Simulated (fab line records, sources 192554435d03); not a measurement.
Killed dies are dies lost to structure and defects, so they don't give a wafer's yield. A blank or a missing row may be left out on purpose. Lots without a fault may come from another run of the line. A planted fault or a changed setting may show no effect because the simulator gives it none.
fab line records | flow n5_finfet
record lots=11 wafers=31 last_day=17
route steps=1938 shown BEOL_M15@1820 PAD_METAL@1895 PASSIVATION@1906
lots that met no fault: from a run of the same line without faults
start_h: hours from the record's first day to the start of the lot's first wafer shown | wait_h: hours since the lot's step before | " the same as in the row above | L1.1+2: a row that stands for several wafers | - no value, or no start given | * or withheld: withheld | < > ~ a bound
route shown NAME@n: a module of which the file shows steps, and the number in the route of the first | usual: mean/standard deviation of fault-free wafers | same: alike in all rows | chamber/n: place in a boat | sites: the reading at each site | _std_site: their standard deviation | _edge_site: outer sites' mean less inner sites' | radius_mm: how far each site lies from the wafer's centre | mask NAME#n: copy n | behind: the tool/chamber that last shaped the wafer | hold: why the lot was held/for how many hours/how that ended | device: the transistor (n, p or np) that didn't switch | end of line: the same wafers' tests at the end of the route | a step without rows: its recipe alone | killed: dies lost to structure and defects at the first sort, not the wafer's yield | map: a wafer's dies, x killed, . not, _ none there
set.NAME: the setting as run; set.NAME@STEP: as run at that earlier step | model.NAME: the simulator's own value behind a step, which no gauge read
steps of the route over a sample of lots; a table a step, a row a wafer
services: from which hour (start_h, from the record's first day; less than 0 if before it) a tool's chamber was out of use, for how many hours, and why
## steps
# step N5_BEOL_M15_SPUTTER_44
# recipe material=Ta target_thk_a=150 temp_c=50 bias_v=80 power_w=15000 chamber_pressure_pa=0.07 time_s=24.19
# usual chamber_pressure_pa=0.06999/0.00015 throttle_valve_pct=30.8/1.3
# columns lot.wafer tool chamber start_h wait_h chamber_pressure_pa throttle_valve_pct
L102.1 pvd_sputter-03 - 253.40 0.0 0.0699 27.7
L102.3 " - " " 0.07006 31.1
L102.5 " - " " 0.06994 31.0
L100.2 pvd_sputter-02 - 265.62 0.0 0.07036 32.6
L100.3 " - " " 0.06972 30.9
L100.5 " - " " 0.06993 30.9
L107.2 pvd_sputter-02 - 287.29 0.0 0.07021 30.8
L107.3 " - " " 0.06995 32.7
L107.5 " - " " 0.06996 32.5
L103.1 pvd_sputter-02 - 287.69 0.0 0.07004 30.8
L103.3 " - " " 0.07004 31.7
L103.6 " - " " 0.06994 32.9
L104.1 pvd_sputter-03 - 288.07 0.0 0.07025 28.4
L104.6 " - " " 0.07003 31.1
L105.1 pvd_sputter-03 - 295.42 0.0 0.06995 27.8
L105.3 " - " " 0.06999 31.0
L105.6 " - " " 0.06977 31.0
L113.1 pvd_sputter-03 - 333.10 0.0 0.06998 31.1
L113.3 " - " " 0.07009 31.0
L113.6 " - " " 0.06992 28.1
L117.2 pvd_sputter-02 - 347.38 0.0 0.07047 32.6
L117.3 " - " " 0.07003 31.0
L117.4 " - " " 0.06993 31.1
L119.2 pvd_sputter-02 - 374.21 0.0 0.07016 31.2
L119.4 " - " " 0.06963 31.9
L119.5 " - " " 0.07018 30.8
L121.1 pvd_sputter-02 - 379.83 0.0 0.07013 30.8
L121.3 " - " " 0.07003 31.2
L121.4 " - " " 0.0699 31.8
L123.5 pvd_sputter-02 - 386.49 0.0 0.07006 32.0
L123.6 " - " " 0.07002 32.8
# step N5_PASSIVATION_SPUTTER_20
# recipe material=TaN target_thk_a=500 temp_c=25 chamber_pressure_pa=0.4
# usual chamber_pressure_pa=0.3999/0.00078 throttle_valve_pct=30.7/1.3
# columns lot.wafer tool chamber start_h wait_h chamber_pressure_pa throttle_valve_pct
L102.1 pvd_sputter-03 - 266.00 0.0 0.3991 30.8
L102.3 " - " " 0.4006 30.5
L102.5 " - " " 0.4003 27.5
L100.2 pvd_sputter-02 - 276.09 0.0 0.4004 31.0
L100.3 " - " " 0.4000 32.8
L100.5 " - " " 0.3999 31.1
L103.1 pvd_sputter-03 - 299.79 0.0 0.3994 31.0
L103.3 " - " " 0.3998 31.0
L103.6 " - " " 0.4013 28.0
L107.2 pvd_sputter-02 - 300.16 0.0 0.4001 31.0
L107.3 " - " " 0.3999 30.9
L107.5 " - " " 0.3990 30.7
L104.1 pvd_sputter-01 - 300.99 0.0 0.4002 28.1
L104.6 " - " " 0.3993 30.7
L105.1 pvd_sputter-01 - 303.29 0.0 0.4000 27.7
L105.3 " - " " 0.3995 30.6
L105.6 " - " " 0.4007 30.6
L113.1 pvd_sputter-02 - 343.27 0.0 0.4004 32.8
L113.3 " - " " 0.3998 32.0
L113.6 " - " " 0.4002 32.7
L117.2 pvd_sputter-03 - 358.12 0.0 0.3989 30.8
L117.3 " - " " 0.3999 27.9
L117.4 " - " " 0.4000 31.0
L119.2 pvd_sputter-02 - 384.83 0.0 0.4001 31.1
L119.4 " - " " 0.4006 31.9
L119.5 " - " " 0.3995 31.0
L121.1 pvd_sputter-03 - 389.49 0.0 0.4000 31.1
L121.3 " - " " 0.4008 31.1
L121.4 " - " " 0.3997 27.8
L123.5 pvd_sputter-03 - 394.64 0.1 0.3995 30.9
L123.6 " - " " 0.4012 27.7
# step N5_PASSIVATION_OVL_MEAS_63
# recipe points_per_wafer=44
# usual PAD_OVL=4/4.2
# same points_per_wafer=44
# columns lot.wafer tool chamber start_h wait_h PAD_OVL[nm]
L102.1 overlay-01 0 266.60 0.0 6
L102.3 " 0 " " 7
L102.5 " 0 " " 12
L100.2 overlay-01 0 276.73 0.0 0
L100.3 " 0 " " -4
L100.5 " 0 " " 4
L103.1 overlay-02 0 300.51 0.0 2
L103.3 " 0 " " 2
L103.6 " 0 " " 7
L107.2 overlay-02 0 300.76 0.0 -1
L107.3 " 0 " " 1
L107.5 " 0 " " -3
L104.1 overlay-01 0 301.71 0.0 9
L104.6 " 0 " " 14
L105.1 overlay-02 0 304.01 0.0 4
L105.3 " 0 " " 4
L105.6 " 0 " " -3
L113.1 overlay-01 0 344.00 0.0 2
L113.3 " 0 " " 6
L113.6 " 0 " " 7
L117.2 overlay-02 0 358.72 0.0 1
L117.3 " 0 " " 1
L117.4 " 0 " " 1
L119.2 overlay-02 0 385.55 0.0 7
L119.4 " 0 " " 5
L119.5 " 0 " " 0
L121.1 overlay-02 0 390.22 0.0 5
L121.3 " 0 " " 8
L121.4 " 0 " " 4
L123.5 overlay-01 0 395.40 0.0 0
L123.6 " 0 " " 0
# step N5_PASSIVATION_ETCH_54
# recipe chemistry=CHF3/O2 target=SiO2 target_depth_a=8800 CHF3_flow_sccm=50 O2_flow_sccm=5 Ar_flow_sccm=200 time_s=440 mask_material=PR pressure_mtorr=30 source_w=650 bias_w=170 ion_energy_ev=200
# usual drypump_motor_current_A=5.7/0.58 oes_ar_750_au=0.81/0.09 oes_product_au=0.82/0.083 rf_vpp_V=532/14 showerhead_plenum_p_Torr=2.42/0.081 throttle_valve_pct=18.84/0.25
# columns lot.wafer tool chamber start_h wait_h drypump_motor_current_A oes_ar_750_au oes_product_au rf_hours_counter_h rf_vpp_V showerhead_plenum_p_Torr throttle_valve_pct
L102.1 rie_diel-05 2 268.93 0.1 5.3 0.80 0.81 84 519 2.40 18.33
L102.3 " 1 " " 5.4 0.90 0.89 33 534 2.54 18.82
L102.5 " 1 " " 5.4 0.90 0.90 - 534 2.54 18.85
L100.2 rie_diel-04 0 278.91 0.1 6.7 0.71 0.71 220 548 2.48 18.88
L100.3 " 1 " " 5.9 0.95 0.93 13 513 2.48 19.08
L100.5 " 0 " " 6.7 0.71 0.71 - 548 2.48 18.89
L107.2 rie_diel-06 0 303.49 0.1 6.2 0.89 0.90 24 512 2.36 18.85
L107.3 " 3 " " 5.9 0.74 0.76 141 546 2.41 18.84
L107.5 " 2 " " 5.1 0.74 0.75 - 540 2.54 18.71
L103.1 rie_diel-04 1 303.61 0.1 5.9 0.93 0.91 23 513 2.47 19.09
L103.3 " 3 " " 6.2 0.72 0.74 169 538 2.33 19.27
L103.6 " 0 " " 6.7 0.71 0.71 - 548 2.48 18.90
L104.1 rie_diel-06 0 304.42 0.1 6.2 0.89 0.90 25 515 2.36 18.87
L104.6 " 2 " " 5.1 0.75 0.75 - 541 2.54 18.71
L105.1 rie_diel-05 1 306.71 0.1 5.3 0.86 0.86 52 535 2.53 18.86
L105.3 " 0 " " 4.8 0.92 0.91 41 537 2.57 18.86
L105.6 " 1 " " 5.3 0.87 0.86 - 532 2.53 18.87
L113.1 rie_diel-06 1 346.19 0.1 4.8 0.92 0.93 11 506 2.35 18.60
L113.3 " 2 " " 5.1 0.73 0.73 156 541 2.53 18.73
L113.6 " 3 " " 5.9 0.71 0.74 - 548 2.40 18.88
L117.2 rie_diel-04 3 360.77 0.1 6.2 0.70 0.72 191 537 2.32 19.31
L117.3 " 2 " " 5.7 0.82 0.84 70 543 2.32 18.66
L117.4 " 0 " " 6.7 0.70 0.69 250 548 2.47 18.94
L119.2 rie_diel-05 1 387.92 0.1 5.3 0.83 0.81 85 532 2.52 18.95
L119.4 " 3 " " 6.3 0.86 0.87 42 541 2.45 18.66
L119.5 " 2 " " 5.3 0.75 0.77 - 520 2.38 18.40
L121.1 rie_diel-06 3 392.27 0.1 5.8 0.70 0.72 183 546 2.39 18.92
L121.3 " 0 " " 6.2 0.87 0.86 44 512 2.35 18.89
L121.4 " 1 " " 4.8 0.88 0.88 29 507 2.34 18.62
L123.5 rie_diel-04 3 398.17 0.1 6.2 0.70 0.70 - 538 2.32 19.34
L123.6 " 0 " " 6.7 0.97 0.99 - 547 2.47 18.57
# step N5_PASSIVATION_PROBE_49
# usual defect_limited_yield=91.4/1.5 killed_at_M0_to_M3=36/11 killed_at_M4_up=14/6 killed_at_contacts=11/6 killed_at_front_end=37/11 killed_at_other=4/3.4 killed_dies=102/18 killed_on_rim=13/3.5 killed_open=66/13 killed_short=34/7.8 sort_bin_4_leakage=0.00/0.017 sort_bin_5_function=5.0/0.97 sort_bin_6_memory=3.2/0.7 sort_n_pass=1078/19 sort_yield_pct=91.3/1.6
# same gross_dies=1180 killed_at_back_side=0 sort_bin_8_speed[%]=0
# columns lot.wafer tool chamber start_h wait_h defect_limited_yield[%] killed_at_M0_to_M3 killed_at_M4_up killed_at_contacts killed_at_front_end killed_at_other killed_dies killed_on_rim killed_open killed_short sort_bin_4_leakage[%] sort_bin_5_function[%] sort_bin_6_memory[%] sort_n_pass sort_yield_pct[%]
L102.1 prober-01 - 271.72 0.0 91.7 30 16 15 28 9 98 12 60 34 0 4.2 3.9 1082 91.7
L102.3 prober-01 - 271.82 0.1 92.5 41 15 7 24 1 88 12 46 39 0 4.4 2.5 1092 92.5
L102.5 prober-01 - 271.92 0.2 91.7 25 21 7 37 8 98 17 66 30 0 5.3 3.0 1082 91.7
L105.1 prober-01 - 309.49 0.0 93.7 28 9 7 26 4 74 11 48 24 0 3.0 3.0 1106 93.7
L105.3 prober-01 - 309.59 0.1 93.8 37 5 9 18 4 73 9 46 25 0.08 3.9 2.1 1106 93.7
L113.1 prober-02 - 349.82 0.9 93.5 27 13 5 31 1 77 7 45 30 0 3.4 2.7 1103 93.5
L113.3 prober-02 - 349.92 1.0 82.0 30 121 20 39 2 212 31 64 40 0 11.0 4.2 968 82.0
L113.6 prober-02 - 350.07 1.1 90.1 36 28 7 44 2 117 19 83 33 0 6.1 3.6 1063 90.1
# killed by level:class
L102.1 MOL_CONTACT_COAG:geometric_particle:open=13 BEOL_M2:geometric_particle:open=9 BEOL_M4:geometric_particle:open=6 BEOL_M0_SAQP:geometric_particle:open=5 DUMMY_GATE:geometric_particle:open=4 BEOL_M0_SAQP:geometric_particle:short=4 BEOL_M3:geometric_particle:open=4 PASS1_CAP:geometric_particle:open=4
L102.3 FIN_SAQP:geometric_particle:short=11 BEOL_M0_SAQP:geometric_particle:short=11 BEOL_M0_SAQP:geometric_particle:open=9 BEOL_M3:geometric_particle:open=6 BEOL_M2:geometric_particle:open=5 FIN_SAQP:geometric_particle:open=4 MOL_CONTACT_COAG:geometric_particle:short=4 BEOL_M3:geometric_particle:short=4
L102.5 BEOL_M4:geometric_particle:open=16 FIN_SAQP:geometric_particle:open=9 STI_FIN_REVEAL:geometric_particle:open=6 BEOL_M0_SAQP:geometric_particle:open=5 BEOL_M2:geometric_particle:open=5 BEOL_M3:geometric_particle:open=5 FIN_SAQP:geometric_particle:short=4 GATE_CUT:geometric_particle:short=4
L105.1 DUMMY_GATE:geometric_particle:open=7 BEOL_M1:geometric_particle:open=6 BEOL_M2:geometric_particle:open=6 BEOL_M3:geometric_particle:open=5 MOL_CONTACT_COAG:geometric_particle:short=4 BEOL_M0_SAQP:geometric_particle:short=4 FIN_SAQP:geometric_particle:short=3 STI_FIN_REVEAL:geometric_particle:open=3
L105.3 MOL_CONTACT_COAG:geometric_particle:open=8 BEOL_M0_SAQP:geometric_particle:short=8 BEOL_M3:geometric_particle:open=8 BEOL_M0_SAQP:geometric_particle:open=7 BEOL_M1:geometric_particle:open=4 BEOL_M2:geometric_particle:open=4 FIN_SAQP:geometric_particle:short=3 GATE_CUT:geometric_particle:short=3
L113.1 FIN_SAQP:geometric_particle:short=6 STI_FIN_REVEAL:geometric_particle:open=6 BEOL_M0_SAQP:geometric_particle:open=6 GATE_CUT:geometric_particle:short=6 BEOL_M1:geometric_particle:open=6 BEOL_M3:geometric_particle:open=5 FIN_SAQP:geometric_particle:open=4 BEOL_M0_SAQP:geometric_particle:short=3
L113.3 BEOL_M15:unspecified=108 MOL_CONTACT_COAG:geometric_particle:open=14 FIN_SAQP:geometric_particle:short=12 BEOL_M0_SAQP:geometric_particle:open=9 STI_FIN_REVEAL:geometric_particle:open=8 BEOL_M4:geometric_particle:open=7 MOL_CONTACT_COAG:geometric_particle:short=6 FIN_SAQP:geometric_particle:open=5
L113.6 BEOL_M4:geometric_particle:open=19 STI_FIN_REVEAL:geometric_particle:open=11 FIN_SAQP:geometric_particle:open=10 BEOL_M1:geometric_particle:open=8 BEOL_M2:geometric_particle:open=7 FIN_SAQP:geometric_particle:short=6 MOL_CONTACT_COAG:geometric_particle:open=5 BEOL_M3:geometric_particle:open=5
## services
# columns tool chamber start_h hours kind
rie_diel-04 1 235.62 8.8 repair
rie_diel-05 3 239.05 115.1 repair
rie_diel-06 1 300.87 - clean
rie_diel-06 1 300.87 - consumable_replace:focus_ring
rie_diel-06 1 300.87 19.6 scheduled_down
rie_diel-06 1 300.87 19.6 vent_cycle
pvd_sputter-02 - 321.23 1.2 repair
pvd_sputter-01 - 330.79 2.4 repair
rie_diel-06 0 336.10 14.8 repair
rie_diel-05 0 345.00 5.6 repair
rie_diel-04 0 361.66 - clean
rie_diel-04 0 361.66 - consumable_replace:focus_ring
rie_diel-04 0 361.66 28.3 scheduled_down
rie_diel-04 0 361.66 28.3 vent_cycle
pvd_sputter-01 - 366.78 2.9 repair
pvd_sputter-03 - 373.64 2.2 repair
rie_diel-05 - 384.77 1.2 repair
## key
first_sign step=N5_PASSIVATION_PROBE_49 reading=killed_at_M4_up direction=up sigmas=18 usual=14 struck=121
effect step=N5_PASSIVATION_PROBE_49 reading=defect_limited_yield direction=down sigmas=6.2 usual=91.4 struck=82.0
more_kills_born_at N5_BEOL_M15_SPUTTER_44@pvd_sputter-03=108
met_at N5_BEOL_M15_SPUTTER_44
struck_lots L113
struck_wafers L113.3
not_acting_at N5_PASSIVATION_SPUTTER_20,N5_PASSIVATION_OVL_MEAS_63,N5_PASSIVATION_ETCH_54
onset_between 295.42 333.10
fault kind=chamber_particle_source tool=pvd_sputter-03 chamber=- onset_h=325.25 steps=N5_BEOL_M15_SPUTTER_44 rate_per_visit_cm2=1.2159 end_h=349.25 scope=struck_wafers_only
